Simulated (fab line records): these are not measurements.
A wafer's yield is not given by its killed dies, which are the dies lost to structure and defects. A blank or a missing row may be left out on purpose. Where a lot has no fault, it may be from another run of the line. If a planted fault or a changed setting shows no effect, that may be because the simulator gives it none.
A struck lot beside a sound one -- flow n5-finfet -- 35 out of 1938 route steps
Sound: the wafers L271.1, L271.2, L271.3. Struck: wafer L280.2 (L280.3, L280.4, from the same lot, were not struck and are left out); the cause is given at the end.
At each step with rows: each side's tool, then ch and its chambers, then its first start. Under that, the readings that differ: sound wafers -- struck wafers -- difference of the means -- sigmas: that difference in standard deviations of wafers without a fault.
alike: a reading whose means differ by less than 2 such deviations, as well as words and numbers matching on both sides. not compared: withheld readings; readings where some wafer has no value; bounds like >300 that might hide an equal value; numbers whose values overlap and for which the record gives no deviation.
The two part at a step that has a row with sigmas, a row that says differs or no value, or rows on one side only. Numbers that have no deviation but don't overlap get no sigmas and don't part them. A reading missing from all wafers of one side parts the sides only when that side holds two or more wafers.

first, 8 steps without rows for these wafers: N5_BEOL_M7_SPUTTER_48 (material Cu, target thk 10 nm, time 1.667 s); N5_BEOL_M7_ECD_50 (material Cu, target thk 300 nm); N5_BEOL_M7_ANNEAL_51 (time 90 s); N5_BEOL_M7_CMP_52 (polishes, stops on SiCOH lowk, t overpolish 6.9 s, target thk 80 nm); N5_BEOL_M7_PRE_CLEAN_55 (time 15 s); N5_BEOL_M7_DEP_56 (deposits SiCN from 3MS/NH3, target thk 10 nm, time 17.5 s); N5_BEOL_M8_ILD_DEP_00 (deposits SiCOH lowk from DEMS/porogen, target thk 179.75 nm, time 33.4 s); N5_BEOL_M8_CURE_74 (cures SiCOH lowk, time 240 s).
N5_BEOL_M8_PECVD_70: deposits SiO2 from TEOS/O2, target thk 20 nm, time 22.7 s.
  sound on pecvd-01 ch 0,1,2, day 10 02:33; struck on pecvd-01 ch 1, day 12 04:28
  alike: chamber-pressure-Torr, heater-power-w, showerhead-plenum-p-Torr, throttle-valve-pct
then, 25 steps without rows for these wafers: N5_BEOL_M8_HM_DEP_02 (deposits TiN, target thk 20 nm); N5_BEOL_M8_COAT_59 (time 60 s, resist thk 100 nm); N5_BEOL_M8_COAT_60 (time 60 s, resist thk 35 nm); N5_BEOL_M8_COAT_05 (resist thk 90 nm); N5_BEOL_M8_EBR_07; N5_BEOL_M8_SOFTBAKE_06 (time 60 s); N5_BEOL_M8_EXPOSE_08 (exposes mask M8); N5_BEOL_M8_PEB_09 (peb time 60 s); N5_BEOL_M8_DEVELOP_10 (develop time 30 s); N5_BEOL_M8_DESCUM_16 (chemistry O2, time 7.9 s); N5_BEOL_M8_ETCH_61 (etches SiARC in CF4, target depth 45.5 nm, time 75.8 s); N5_BEOL_M8_ETCH_62 (etches SOC in N2/H2, target depth 110 nm, overetch 22 nm, time 165 s); N5_BEOL_M8_STRIP_68 (strips in N2/H2); N5_BEOL_M8_STRIP_67 (strips in CF4); N5_BEOL_M8_HM_OPEN_17 (chemistry Cl2/BCl3, target TiN, target depth 20 nm, overetch 6 nm); N5_BEOL_M8_STRIP_19 (strips in O2); N5_BEOL_M8_COAT_63 (time 60 s, resist thk 60 nm); N5_BEOL_M8_COAT_64 (time 60 s, resist thk 12 nm); N5_BEOL_M8_COAT_71 (time 60 s, resist thk 5 nm); N5_BEOL_M8_COAT_22 (resist thk 30 nm); N5_BEOL_M8_EBR_24; N5_BEOL_M8_SOFTBAKE_23 (time 60 s); N5_BEOL_M8_EXPOSE_25 (exposes mask V7, target cd 40 nm); N5_BEOL_M8_PEB_26 (peb time 60 s); N5_BEOL_M8_DEVELOP_27 (develop time 30 s).
-- the record jumps here: 3 days lie between the struck wafers' starts before and after (it left off in module BEOL_M8 and takes up again in module PASSIVATION, whose first step shown is number 1936 of the route) --
N5_PASSIVATION_PROBE_49:
  struck on prober-02, day 15 04:22; sound on prober-01, day 12 23:56
reading,sound,struck,difference,sigmas
killed_at_M4_up,16 15 9,35,+22,+4
killed-on-rim,12 19 12,31,+17,+4
sort_bin_6_memory (%),4.4 3.7 4.6,2.8,-1.4,-2
  alike: defect-limited-yield, killed_at_M0_to_M3, killed-at-contacts, killed-at-front-end, killed-at-other, killed-dies, killed-open, killed-short, sort_bin_5_function, sort-n-pass, sort-yield-pct

== WHERE THEY PART ==
N5_PASSIVATION_PROBE_49 only, going by this record.

WHY: what had been put in by the simulator
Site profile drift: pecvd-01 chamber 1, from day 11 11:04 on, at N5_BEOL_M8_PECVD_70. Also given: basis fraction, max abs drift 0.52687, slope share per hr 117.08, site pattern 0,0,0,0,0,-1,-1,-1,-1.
